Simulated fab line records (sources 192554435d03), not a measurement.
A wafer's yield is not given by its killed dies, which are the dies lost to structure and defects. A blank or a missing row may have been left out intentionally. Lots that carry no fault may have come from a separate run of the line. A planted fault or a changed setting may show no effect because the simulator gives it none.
Which tool was responsible? | flow n5 finfet | 8 lots with 23 wafers sampled at 4 steps, on a route of 1938 steps

== WHAT EACH GAUGE READ, for each wafer ==
N5_FIN_CUT_INSPECT_10: inspects for defects (brightfield).
lot  | measured    | on                | raw defect count
L380 | day 2 08:59 | defect inspect-01 | 70 66 67
L381 | day 2 15:11 | defect inspect-02 | 27 43 25
L385 | day 3 16:02 | defect inspect-02 | 35 42
L392 | day 5 10:56 | defect inspect-02 | 61 319 54
L398 | day 6 21:42 | defect inspect-01 | 51 23 43
L399 | day 7 02:32 | defect inspect-01 | 44 54 43
L401 | day 7 14:07 | defect inspect-01 | 57 44 63
L402 | day 7 20:40 | defect inspect-01 | 56 31 50

== WHICH TOOL RAN EACH LOT (tool, then ch and the chambers of the sampled wafers, then the start) ==
lot  | N5_FIN_SAQP_ALD_61               | N5_FIN_SAQP_MANDREL_ETCH_22     | N5_FIN_SAQP_SPACER1_ALD_24
L380 | ald sin-02 ch 1,2,3, day 2 02:34 | rie si-04 ch 1,2,3, day 2 04:10 | ald sin-01 ch 0,1, day 2 04:59
L381 | ald sin-02 ch 0,1,3, day 2 09:04 | rie si-01 ch 0,2,3, day 2 10:40 | ald sin-01 ch 0,2,3, day 2 11:45
L385 | ald sin-02 ch 0,1, day 3 08:49   | rie si-04 ch 0,3, day 3 10:22   | ald sin-02 ch 2,3, day 3 12:49
L392 | ald sin-02 ch 0,1,3, day 5 03:09 | rie si-04 ch 0,1,2, day 5 04:46 | ald sin-01 ch 0,2,3, day 5 05:34
L398 | ald sin-01 ch 2,3, day 6 14:46   | rie si-04 ch 1,2, day 6 16:22   | ald sin-01 ch 2,3, day 6 17:10
L399 | ald sin-01 ch 0,2,3, day 6 20:25 | rie si-04 ch 2,3, day 6 22:04   | ald sin-01 ch 0,1,2, day 6 22:59
L401 | ald sin-01 ch 0,1,2, day 7 08:11 | rie si-01 ch 0,1,2, day 7 09:46 | ald sin-02 ch 0,1,3, day 7 10:34
L402 | ald sin-01 ch 1,3, day 7 14:16   | rie si-04 ch 0,1, day 7 16:08   | ald sin-02 ch 0,3, day 7 16:56
- N5_FIN_SAQP_ALD_61: deposits SiO2, target thk 4 nm, pulse time 1 s, purge time 2 s.
- N5_FIN_SAQP_MANDREL_ETCH_22: etches a-Si in HBr/Cl2, stops on SiNx, target depth 60 nm, bt time 10 s, time 30 s.
- N5_FIN_SAQP_SPACER1_ALD_24: deposits SiO2, target thk 20.3 nm, pulse time 1 s, purge time 2 s.

== THE ANSWER, worked out from the rows above alone ==
Rule: the lots themselves supply what counts as usual. The widest of any qualifying gaps counts: lots, ordered by their means at a reading, are off when they make up no more than a third of the lots, leave a main group of 4 or more, and stand apart from it by 3 or more times the standard deviation of that group's means. Not used: any main group whose means are identical at the precision the tables above print for the reading. Also off: a lot with no number at a reading for which 4 or more lots have one. Any other lot the step has rows for is counted as sound.
Off: L392 (N5_FIN_CUT_INSPECT_10, raw defect count). Mean 46 and standard deviation 11 in the main group.
A tool fits if, at a process step before that reading, it ran every lot that is off, and no sound lot after the first of them. Gauges at N5_FIN_CUT_INSPECT_10: tried the same way as those tools. 2 tools fit, ald sin-02 at N5_FIN_SAQP_ALD_61 and defect inspect-02 at N5_FIN_CUT_INSPECT_10, so this cannot tell which one it is.

== WHAT THE SIMULATOR HAD PUT IN ==
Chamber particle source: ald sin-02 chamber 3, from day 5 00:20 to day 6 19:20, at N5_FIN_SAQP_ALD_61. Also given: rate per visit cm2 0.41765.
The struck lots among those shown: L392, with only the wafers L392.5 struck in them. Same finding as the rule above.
